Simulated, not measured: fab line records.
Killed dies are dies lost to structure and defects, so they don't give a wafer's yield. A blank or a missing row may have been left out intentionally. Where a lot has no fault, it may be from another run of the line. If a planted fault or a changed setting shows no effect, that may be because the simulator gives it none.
Matching of chambers ; flow n5_finfet ; 4 sister chambers for N5_FIN_SAQP_ALD_61 on ald_sin-02
The step deposits SiO2, target thk 4 nm, pulse time 1 s, purge time 2 s. 7 wafers are shown with their chamber, then 7 later ones without.

== EACH WAFER AND ITS CHAMBER ==
wafer;chamber;heater_power_w (W);precursor_pulse_height_rel
L077.6;2;485;0.989
L079.4;0;579;0.992
L081.1;1;424;1.019
L081.2;0;589;1.018
L081.5;3;363;1.014
L082.2;3;375;0.977
L082.4;1;440;1.001

== WAFERS WITHOUT THEIR CHAMBER ==
wafer;heater_power_w (W);precursor_pulse_height_rel
L082.5;591;0.992
L084.1;424;0.978
L084.4;581;1.014
L084.5;471;1.005
L095.3;440;0.969
L095.5;459;0.998
L095.6;365;1.012

== WHICH CHAMBER EACH WENT THROUGH ==
wafer;from the rows above;in truth
L082.5;0;0
L084.1;1;1
L084.4;0;0
L084.5;2;2
L095.3;1;1
L095.5;can't be placed: 2 or 1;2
L095.6;3;3
6 of 7 placed correctly. These rows do not allow placing 1 (true chamber among the candidates in 1). Number placed wrongly: 0.
How it was worked out, from the rows above alone: a wafer's distance from a chamber is the root of the sum, over the readings, of the square of ((its reading less the chamber's mean) divided by the reading's scatter). If the next closest chamber is less than 2 further off than the closest, the wafer can't be placed; otherwise it belongs to the closest. The mean given for a chamber averages the wafers shown for that chamber. The scatter: the root of (the sum of the squares of (reading less its chamber's mean) over the shown wafers, divided by (wafers less chambers)).
